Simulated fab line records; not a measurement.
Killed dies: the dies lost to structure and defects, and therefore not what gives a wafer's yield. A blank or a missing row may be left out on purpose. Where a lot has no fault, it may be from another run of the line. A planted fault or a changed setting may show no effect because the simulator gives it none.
Split-lot study || flow n5_finfet || 21 wafers read from 7 lots, route of 1938 steps

== ON THE SPLIT ==
At N5_BEOL_M13_TRENCH_ETCH_34 (etches SiOC in C4F8/O2/Ar, target depth 413.47 nm, time 162.6 s), the setting time_s was moved away from the recipe's 162.6 s on 7 of the 21 wafers read, by -21.6% to +12.1%. This setting was run at the recipe's value on the other wafers.

== FROM THE SPLIT TO THE READING: what the file shows between them, 11 steps ==
- N5_BEOL_M13_STRIP_70: strips in C4F8/O2/Ar
- N5_BEOL_M13_OCD_MEAS_35
- N5_BEOL_M13_SPUTTER_43: material TaN, target thk 15 nm, time 24.19 s (also split here: power_w)
- N5_BEOL_M13_SPUTTER_44: material Ta, target thk 10 nm, time 16.13 s
- N5_BEOL_M13_SPUTTER_45: material Cu, target thk 80 nm, time 13.33 s
- N5_BEOL_M13_ECD_47: material Cu, target thk 936 nm
- N5_BEOL_M13_ANNEAL_48: time 90 s
- N5_BEOL_M13_CMP_49: polishes, stops on SiOC, t overpolish 17.1 s, target thk 420 nm
- N5_BEOL_M13_THK_MEAS_50: measures by xrf
- N5_BEOL_M13_PRE_CLEAN_52: time 15 s
- N5_BEOL_M13_DEP_53: deposits SiCN from 3MS/NH3, target thk 50 nm, time 17.8 s

== THE READING ==
M13_RS, in ohm/sq, at N5_BEOL_M13_RS_MEAS_54 (measures by four-point-probe). A value of 0.0452 ohm/sq with a standard deviation of 0.00082 ohm/sq is what fault-free wafers of this fab line usually give.

{"wafer": "L080.1", "tool, chamber at the split": "rie_diel-05, 2", "time_s as run, s": 162.6, "against the recipe": "recipe", "M13_RS, ohm/sq": 0.0448, "against lot-mates on the recipe": "-"}
{"wafer": "L080.2", "tool, chamber at the split": "rie_diel-05, 1", "time_s as run, s": 162.6, "against the recipe": "recipe", "M13_RS, ohm/sq": 0.0453, "against lot-mates on the recipe": "-"}
{"wafer": "L080.4", "tool, chamber at the split": "rie_diel-05, 3", "time_s as run, s": 162.6, "against the recipe": "recipe", "M13_RS, ohm/sq": 0.0440, "against lot-mates on the recipe": "-"}
{"wafer": "L089.1", "tool, chamber at the split": "rie_diel-02, 2", "time_s as run, s": 182.3, "against the recipe": "+12.1%", "M13_RS, ohm/sq": 0.0401, "against lot-mates on the recipe": -0.0034}
{"wafer": "L089.3", "tool, chamber at the split": "rie_diel-02, 3", "time_s as run, s": 162.6, "against the recipe": "recipe", "M13_RS, ohm/sq": 0.0435, "against lot-mates on the recipe": "-"}
{"wafer": "L089.4", "tool, chamber at the split": "rie_diel-02, 1", "time_s as run, s": 182.3, "against the recipe": "+12.1%", "M13_RS, ohm/sq": 0.0397, "against lot-mates on the recipe": -0.0038}
{"wafer": "L087.1", "tool, chamber at the split": "rie_diel-02, 3", "time_s as run, s": 162.6, "against the recipe": "recipe", "M13_RS, ohm/sq": 0.0439, "against lot-mates on the recipe": "-"}
{"wafer": "L087.5", "tool, chamber at the split": "rie_diel-02, 0", "time_s as run, s": 162.6, "against the recipe": "recipe", "M13_RS, ohm/sq": 0.0463, "against lot-mates on the recipe": "-"}
{"wafer": "L087.6", "tool, chamber at the split": "rie_diel-02, 3", "time_s as run, s": 162.6, "against the recipe": "recipe", "M13_RS, ohm/sq": 0.0439, "against lot-mates on the recipe": "-"}
{"wafer": "L093.1", "tool, chamber at the split": "rie_diel-05, 2", "time_s as run, s": 162.6, "against the recipe": "recipe", "M13_RS, ohm/sq": 0.0439, "against lot-mates on the recipe": "-"}
{"wafer": "L093.2", "tool, chamber at the split": "rie_diel-05, 0", "time_s as run, s": 147.5, "against the recipe": "-9.3%", "M13_RS, ohm/sq": 0.0493, "against lot-mates on the recipe": "+0.0050"}
{"wafer": "L093.5", "tool, chamber at the split": "rie_diel-05, 1", "time_s as run, s": 162.6, "against the recipe": "recipe", "M13_RS, ohm/sq": 0.0447, "against lot-mates on the recipe": "-"}
{"wafer": "L091.1", "tool, chamber at the split": "rie_diel-05, 0", "time_s as run, s": 127.5, "against the recipe": "-21.6%", "M13_RS, ohm/sq": 0.0571, "against lot-mates on the recipe": "+0.0121"}
{"wafer": "L091.3", "tool, chamber at the split": "rie_diel-05, 1", "time_s as run, s": 162.6, "against the recipe": "recipe", "M13_RS, ohm/sq": 0.0449, "against lot-mates on the recipe": "-"}
{"wafer": "L091.5", "tool, chamber at the split": "rie_diel-05, 2", "time_s as run, s": 162.6, "against the recipe": "recipe", "M13_RS, ohm/sq": 0.0451, "against lot-mates on the recipe": "-"}
{"wafer": "L092.3", "tool, chamber at the split": "rie_diel-06, 3", "time_s as run, s": 162.6, "against the recipe": "recipe", "M13_RS, ohm/sq": 0.0464, "against lot-mates on the recipe": "-"}
{"wafer": "L092.4", "tool, chamber at the split": "rie_diel-06, 2", "time_s as run, s": 162.6, "against the recipe": "recipe", "M13_RS, ohm/sq": 0.0462, "against lot-mates on the recipe": "-"}
{"wafer": "L092.5", "tool, chamber at the split": "rie_diel-06, 3", "time_s as run, s": 162.6, "against the recipe": "recipe", "M13_RS, ohm/sq": 0.0461, "against lot-mates on the recipe": "-"}
{"wafer": "L095.2", "tool, chamber at the split": "rie_diel-06, 3", "time_s as run, s": 129.4, "against the recipe": "-20.4%", "M13_RS, ohm/sq": 0.0596, "against lot-mates on the recipe": "no lot-mate on the recipe"}
{"wafer": "L095.3", "tool, chamber at the split": "rie_diel-06, 0", "time_s as run, s": 129.4, "against the recipe": "-20.4%", "M13_RS, ohm/sq": 0.0574, "against lot-mates on the recipe": "no lot-mate on the recipe"}
{"wafer": "L095.6", "tool, chamber at the split": "rie_diel-06, 2", "time_s as run, s": 129.4, "against the recipe": "-20.4%", "M13_RS, ohm/sq": 0.0594, "against lot-mates on the recipe": "no lot-mate on the recipe"}

THE FIT
A straight line over all 21 wafers: M13_RS changes by -0.000596 ohm/sq for each +1% of time_s; r = -0.98; the points scatter about the line by 0.0013 ohm/sq.
The same after taking each lot's own level away (the mean of its wafers on the recipe; 18 wafers): -0.000464 ohm/sq for each +1%; r = -0.96; scatter 0.00099 ohm/sq.
On that fit, the largest move of time_s shifts the reading by 0.01 ohm/sq.
From 0.04350 to 0.04623 ohm/sq: that is the span of the lots' own levels, equal to 3.3 times the standard deviation above.
Thus the slope moves with the lot-to-lot level: the two fits are different.
Check: with one of the wafers moved furthest among these (-21.6%) left out of the fit, the line predicts +0.00794 ohm/sq for it against its lot-mates. Against them it came out at +0.0121 ohm/sq.

== OTHER SPLITS ON THESE WAFERS ==
Note: prior to the reading, these wafers also went through further splits. Each is held against what the fit with the lots' levels taken away leaves over:
{"other split on the same wafers": "N5_BEOL_M13_SPUTTER_43 power_w", "wafers away from the commonest value": 4, "r with M13_RS (lot level and that fit taken away)": -0.25}

== THE WHOLE CHAIN: every reading that the file lists as answering this split, in the file's order ==
{"step": "N5_BEOL_M13_TRENCH_ETCH_34", "what it does": "etches SiOC in C4F8/O2/Ar, target depth 413.47 nm, time 162.6 s", "reading": "etch.depth_nm (the simulator's own value, which no gauge read)", "change (the file's fit)": "+3.9 nm for each +1% of the setting", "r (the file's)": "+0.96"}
{"step": "N5_BEOL_M13_OCD_MEAS_35", "what it does": "", "reading": "trench_depth_nm", "change (the file's fit)": "+3.91 nm for each +1% of the setting", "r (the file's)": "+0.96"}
{"step": "N5_BEOL_M13_CMP_49", "what it does": "polishes, stops on SiOC, t overpolish 17.1 s, target thk 420 nm", "reading": "Cu_of_BEOL_M13_ECD_47.thk_nm (the simulator's own value, which no gauge read)", "change (the file's fit)": "+3.87 nm for each +1% of the setting", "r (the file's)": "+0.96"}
{"step": "N5_BEOL_M13_THK_MEAS_50", "what it does": "measures by xrf", "reading": "M13_THK", "change (the file's fit)": "+4.12 for each +1% of the setting", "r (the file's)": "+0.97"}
{"step": "N5_BEOL_M13_RS_MEAS_54", "what it does": "measures by four-point-probe", "reading": "M13_RS", "change (the file's fit)": "-0.000503 for each +1% of the setting", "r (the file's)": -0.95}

== FILE'S OWN FIT ==
M13_RS changes by -0.000503 ohm/sq for each +1% of time_s, r = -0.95.
